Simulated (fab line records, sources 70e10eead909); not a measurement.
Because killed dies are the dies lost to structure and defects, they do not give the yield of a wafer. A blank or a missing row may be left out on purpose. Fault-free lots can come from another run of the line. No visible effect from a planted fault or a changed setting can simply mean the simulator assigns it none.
Shared-tool check    flow nandHarc    Lots sampled 10, wafers sampled 30

## WHAT PROMPTED THE OPENING
At NHARC_A_CHANNEL_HOLE_D1_CD_MEAS_30 the reading cdNm is flagged on 3 of 10 lots. Wafers without a fault read 89.8 nm, standard deviation 1.4.
Rule: a lot gets a flag if all its wafers with a number sit over 4 standard deviations from that mean, or if no wafer of it has a number. The rest of the lots are taken to be sound.

lot   measured      on        cdNm (nm), wafer by wafer  flag
L468  day 11 14:24  cdSem-03  0.9 -0.2 1.3               FLAGGED
L470  day 11 18:32  cdSem-02  -0.1 -0.5 0.3              FLAGGED
L471  day 12 08:16  cdSem-03  -0.3 -0.1 0.8              FLAGGED
L474  day 13 07:32  cdSem-03  91.6 91.6 90.3             
L476  day 13 20:04  cdSem-03  88.0 91.5 90.6             
L477  day 14 09:29  cdSem-01  89.6 89.0 90.4             
L478  day 15 01:50  cdSem-03  91.6 91.1 90.6             
L481  day 15 22:50  cdSem-03  89.3 90.1 89.5             
L482  day 16 20:00  cdSem-03  90.5 89.6 90.7             
L484  day 17 04:22  cdSem-03  90.0 91.4 92.1             
Average over the flagged lots: 0.2 nm; offset from the usual -89.6 nm, equal to -64 standard deviations.

## EACH LOT AND THE TOOL IT RAN ON
Before the reading, the record contains 3 process steps out of a 1302-step route. Cell contents, in order: the tool; ch with the chambers the sampled wafers went through; the start.
lot   flag     NHARC_A_CHANNEL_HOLE_D1_ETCH_21  NHARC_A_CHANNEL_HOLE_D1_ETCH_25  NHARC_A_CHANNEL_HOLE_D1_ETCH_33
L468  FLAGGED  harEtch-02 ch 0,1, day 11 09:23  harEtch-02 ch 0,1, day 11 11:54  harEtch-02 ch 0,1, day 11 12:52
L470  FLAGGED  harEtch-02 ch 0,1, day 11 13:28  harEtch-02 ch 0,1, day 11 15:55  harEtch-02 ch 0,1, day 11 16:59
L471  FLAGGED  harEtch-02 ch 0,1, day 12 03:10  harEtch-02 ch 0,1, day 12 05:38  harEtch-02 ch 0,1, day 12 06:44
L474           harEtch-02 ch 0, day 12 22:41    harEtch-02 ch 0, day 13 03:38    harEtch-02 ch 0, day 13 05:49
L476           harEtch-02 ch 0,1, day 13 15:05  harEtch-02 ch 0,1, day 13 17:43  harEtch-02 ch 0,1, day 13 18:34
L477           harEtch-01 ch 0,1, day 14 04:33  harEtch-01 ch 0,1, day 14 07:09  harEtch-01 ch 0,1, day 14 07:59
L478           harEtch-02 ch 0,1, day 14 20:46  harEtch-02 ch 0,1, day 14 23:14  harEtch-02 ch 0,1, day 15 00:18
L481           harEtch-02 ch 0,1, day 15 17:58  harEtch-02 ch 0,1, day 15 20:40  harEtch-02 ch 0,1, day 15 21:23
L482           harEtch-02 ch 0,1, day 16 14:55  harEtch-02 ch 0,1, day 16 17:23  harEtch-02 ch 0,1, day 16 18:28
L484           harEtch-02 ch 0,1, day 16 23:16  harEtch-02 ch 0,1, day 17 01:44  harEtch-02 ch 0,1, day 17 02:49
What is done by these steps:
- NHARC_A_CHANNEL_HOLE_D1_ETCH_21: etches the open film in C4F8/O2/Ar, time 514.3 s, target depth 1600 nm.
- NHARC_A_CHANNEL_HOLE_D1_ETCH_25: etches the open film in C4F8/O2/Ar, time 1040.2 s, target depth 1500 nm.
- NHARC_A_CHANNEL_HOLE_D1_ETCH_33: etches the open film in C4F8/O2/Ar, time 90 s, target depth 400 nm.
- NHARC_A_CHANNEL_HOLE_D1_CD_MEAS_30

## FLAGGED AGAINST TOTAL, ONE TOOL AT A TIME (gauges that did the reading follow at the end)
step                                tool        lots run  flagged  share of the flagged lots  sound lots run after its first flagged lot
NHARC_A_CHANNEL_HOLE_D1_ETCH_21     harEtch-01  1         0        none                       -
NHARC_A_CHANNEL_HOLE_D1_ETCH_21     harEtch-02  9         3        all                        6 (L474,L476,L478,L481,L482,L484)
NHARC_A_CHANNEL_HOLE_D1_ETCH_25     harEtch-01  1         0        none                       -
NHARC_A_CHANNEL_HOLE_D1_ETCH_25     harEtch-02  9         3        all                        6 (L474,L476,L478,L481,L482,L484)
NHARC_A_CHANNEL_HOLE_D1_ETCH_33     harEtch-01  1         0        none                       -
NHARC_A_CHANNEL_HOLE_D1_ETCH_33     harEtch-02  9         3        all                        6 (L474,L476,L478,L481,L482,L484)
NHARC_A_CHANNEL_HOLE_D1_CD_MEAS_30  cdSem-01    1         0        none                       -
NHARC_A_CHANNEL_HOLE_D1_CD_MEAS_30  cdSem-02    1         1        some                       0
NHARC_A_CHANNEL_HOLE_D1_CD_MEAS_30  cdSem-03    8         2        some                       6 (L474,L476,L478,L481,L482,L484)

## WHAT THE TABLE ALLOWS
Every flagged lot was run by 3 rows of the table: harEtch-02 at NHARC_A_CHANNEL_HOLE_D1_ETCH_21, harEtch-02 at NHARC_A_CHANNEL_HOLE_D1_ETCH_25 and harEtch-02 at NHARC_A_CHANNEL_HOLE_D1_ETCH_33.
- harEtch-02 at NHARC_A_CHANNEL_HOLE_D1_ETCH_21: 3 of its 9 lots flagged. Sound lots followed the first flagged one (L474, L476, L478, L481, L482, L484) on it, something a lasting fault affecting the whole tool could not allow.
- harEtch-02 at NHARC_A_CHANNEL_HOLE_D1_ETCH_25: 3 of its 9 lots flagged. Sound lots followed the first flagged one (L474, L476, L478, L481, L482, L484) on it, something a lasting fault affecting the whole tool could not allow. On the flagged lots its readings are blank where sound lots have values: c4f8FlowSccm, chamberPressureMTorr, drypumpMotorCurrentA, showerheadPlenumPTorr and 1 more.
- harEtch-02 at NHARC_A_CHANNEL_HOLE_D1_ETCH_33: 3 of its 9 lots flagged. Sound lots followed the first flagged one (L474, L476, L478, L481, L482, L484) on it, something a lasting fault affecting the whole tool could not allow.
No row of the table ran every flagged lot and no sound lot after the first.

## WHAT HAD BEEN PUT IN BY THE SIMULATOR
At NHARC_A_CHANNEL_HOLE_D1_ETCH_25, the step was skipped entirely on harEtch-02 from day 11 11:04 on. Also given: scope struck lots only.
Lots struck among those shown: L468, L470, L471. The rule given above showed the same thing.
